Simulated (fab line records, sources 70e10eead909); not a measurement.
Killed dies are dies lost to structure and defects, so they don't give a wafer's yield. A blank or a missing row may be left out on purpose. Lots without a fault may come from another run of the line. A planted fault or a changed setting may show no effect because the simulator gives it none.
Which tool did it? | flow nand_harc | 14 lots, 42 wafers sampled, at 5 steps of a route of 1302

WHAT THE GAUGES READ, wafer by wafer
NHARC_A_START_INSPECT_01.
lot  | measured     | on                | raw_defect_count
L776 | day 7 09:25  | defect_inspect-02 | 3 3 4
L779 | day 8 17:32  | defect_inspect-01 | 3 2 5
L780 | day 8 18:44  | defect_inspect-02 | 1 4 5
L782 | day 9 21:09  | defect_inspect-01 | 4 1 3
L783 | day 9 23:56  | defect_inspect-01 | 5 5 3
L784 | day 10 20:17 | defect_inspect-02 | 2 3 3
L786 | day 11 12:17 | defect_inspect-01 | 4 5 2
L787 | day 11 16:10 | defect_inspect-02 | 7 1 2
L792 | day 14 04:41 | defect_inspect-01 | 3 7 5
L794 | day 14 19:42 | defect_inspect-02 | 5 4 4
L796 | day 15 17:22 | defect_inspect-01 | 0 3 3
L795 | day 15 17:44 | defect_inspect-01 | 4 1 3
L797 | day 15 19:25 | defect_inspect-02 | 1 1 2
L798 | day 16 07:58 | defect_inspect-01 | 2 1 1

NHARC_A_CHANNEL_HOLE_D1_CD_MEAS_18.
lot  | measured     | on        | cd_nm (nm)
L776 | day 9 11:14  | cd_sem-01 | 103 99 100
L779 | day 10 10:46 | cd_sem-02 | 103 98 98
L780 | day 10 10:31 | cd_sem-03 | 105 98 98
L782 | day 11 14:27 | cd_sem-02 | 100 100 99
L783 | day 11 12:59 | cd_sem-02 | 98 102 99
L792 | day 15 22:17 | cd_sem-02 | 98 98 92
L794 | day 16 12:21 | cd_sem-02 | 104 103 102
L796 | day 17 14:22 | cd_sem-01 | 103 105 102
L795 | day 17 12:05 | cd_sem-02 | 107 99 104
L797 | day 17 13:55 | cd_sem-03 | 104 101 110
L798 | day 18 03:16 | cd_sem-03 | 99 103 105

NHARC_END_SORT_01.
lot  | measured     | on        | killed_at_array | killed_at_other | killed_at_periphery | killed_dies | killed_open | killed_short
L784 | day 28 09:17 | prober-01 | 674 671 672     | 0 3 1           | 3 3 4               | 677 677 677 | 2 2 5       | 3 1 1
L786 | day 29 07:17 | prober-01 | 674 671 671     | 0 0 1           | 3 6 5               | 677 677 677 | 4 6 2       | 3 4 4
L787 | day 29 07:20 | prober-02 | 674 674 672     | 1 2 2           | 2 1 3               | 677 677 677 | 3 6 5       | 1 2 2

WHICH TOOL RAN EACH LOT (tool, then ch and the chambers of the sampled wafers, then the start)
lot  | NHARC_P_BONDPAD_DEGAS_25     | NHARC_A_ONON_D1_DEP_28
L776 | pvd_sputter-03, day 7 07:21  | pecvd_onon-03 ch 0, day 9 02:21
L779 | pvd_sputter-01, day 8 15:18  | pecvd_onon-03 ch 0, day 10 05:35
L780 | pvd_sputter-02, day 8 16:22  | pecvd_onon-01 ch 0, day 10 05:29
L782 | pvd_sputter-02, day 9 18:51  | pecvd_onon-02 ch 0, day 11 07:55
L783 | pvd_sputter-02, day 9 21:53  | pecvd_onon-03 ch 0, day 11 07:52
L784 | pvd_sputter-03, day 10 18:09 | pecvd_onon-02, day 12 07:47
L786 | pvd_sputter-03, day 11 10:13 | pecvd_onon-03, day 13 01:35
L787 | pvd_sputter-02, day 11 14:04 | pecvd_onon-02, day 13 06:18
L792 | pvd_sputter-03, day 14 02:36 | pecvd_onon-02 ch 0, day 15 15:55
L794 | pvd_sputter-02, day 14 17:36 | pecvd_onon-01 ch 0, day 16 07:09
L796 | pvd_sputter-01, day 15 15:13 | pecvd_onon-03 ch 0, day 17 04:54
L795 | pvd_sputter-01, day 15 15:35 | pecvd_onon-02 ch 0, day 17 04:47
L797 | pvd_sputter-02, day 15 17:17 | pecvd_onon-01 ch 0, day 17 04:59
L798 | pvd_sputter-03, day 16 05:51 | pecvd_onon-02 ch 0, day 17 19:40
- NHARC_P_BONDPAD_DEGAS_25: time 60 s.
- NHARC_A_ONON_D1_DEP_28: target thk 1000 nm.

WHAT THE TOOLS THEMSELVES READ (means of the sampled wafers that have a number; where no wafer has one, the mark that the record gives instead)
NHARC_P_BONDPAD_DEGAS_25.
lot  | tool           | heater_power_w (W)
L776 | pvd_sputter-03 | 434
L779 | pvd_sputter-01 | 474
L780 | pvd_sputter-02 | 518
L782 | pvd_sputter-02 | 509
L783 | pvd_sputter-02 | 522
L784 | pvd_sputter-03 | 429
L786 | pvd_sputter-03 | 466
L787 | pvd_sputter-02 | 528
L792 | pvd_sputter-03 | 427
L794 | pvd_sputter-02 | 535
L796 | pvd_sputter-01 | 443
L795 | pvd_sputter-01 | 458
L797 | pvd_sputter-02 | 509
L798 | pvd_sputter-03 | 461

NHARC_A_ONON_D1_DEP_28.
lot  | tool          | n2_flow_sccm (sccm) | n2o_flow_sccm (sccm) | nh3_flow_sccm (sccm)
L776 | pecvd_onon-03 | 2755                | 2010                 | 499.1
L779 | pecvd_onon-03 | 2756                | 2000                 | 500.4
L780 | pecvd_onon-01 | 2745                | 1996                 | 500.4
L782 | pecvd_onon-02 | 2753                | 2000                 | 500.4
L783 | pecvd_onon-03 | 2745                | 2003                 | 501.8
L784 | pecvd_onon-02 | -                   | -                    | -
L786 | pecvd_onon-03 | -                   | -                    | -
L787 | pecvd_onon-02 | -                   | -                    | -
L792 | pecvd_onon-02 | 2760                | 1996                 | 501.9
L794 | pecvd_onon-01 | 2754                | 1993                 | 500.0
L796 | pecvd_onon-03 | 2761                | 1995                 | 500.5
L795 | pecvd_onon-02 | 2750                | 1998                 | 500.5
L797 | pecvd_onon-01 | 2749                | 2003                 | 499.6
L798 | pecvd_onon-02 | 2740                | 2010                 | 498.4

THE ANSWER, worked out from the rows above alone
Rule: what is usual is taken from the lots themselves. Put in order of their means at a reading, lots are off if they are a third of the lots or fewer, leave a main group of 4 or more, and stand apart from it by a gap of 3 or more times the standard deviation of the main group's means; of several such gaps the widest counts. A main group whose means are all the same, to the digits that the tables above print for the reading, isn't used. A lot without any number at a reading at which 4 lots or more have one is off too. The other lots that the step has rows for count as sound. The gauges are gone through in route order, then the tools' own readings, and for those a lot's mean is taken as printed above. The first step at which some lot is off is used, and at that step the reading that is off furthest; a lot without a number counts as furthest.
Off: L784, L786, L787, at NHARC_A_ONON_D1_DEP_28 (n2_flow_sccm). Without a number there: L784, L786, L787. The main group: mean 2752 sccm, standard deviation 6.2.
A tool fits if, at that step or a process step before it, it ran every lot that is off, and no sound lot after the first of them. None of those tried fits.

WHAT THE SIMULATOR HAD PUT IN
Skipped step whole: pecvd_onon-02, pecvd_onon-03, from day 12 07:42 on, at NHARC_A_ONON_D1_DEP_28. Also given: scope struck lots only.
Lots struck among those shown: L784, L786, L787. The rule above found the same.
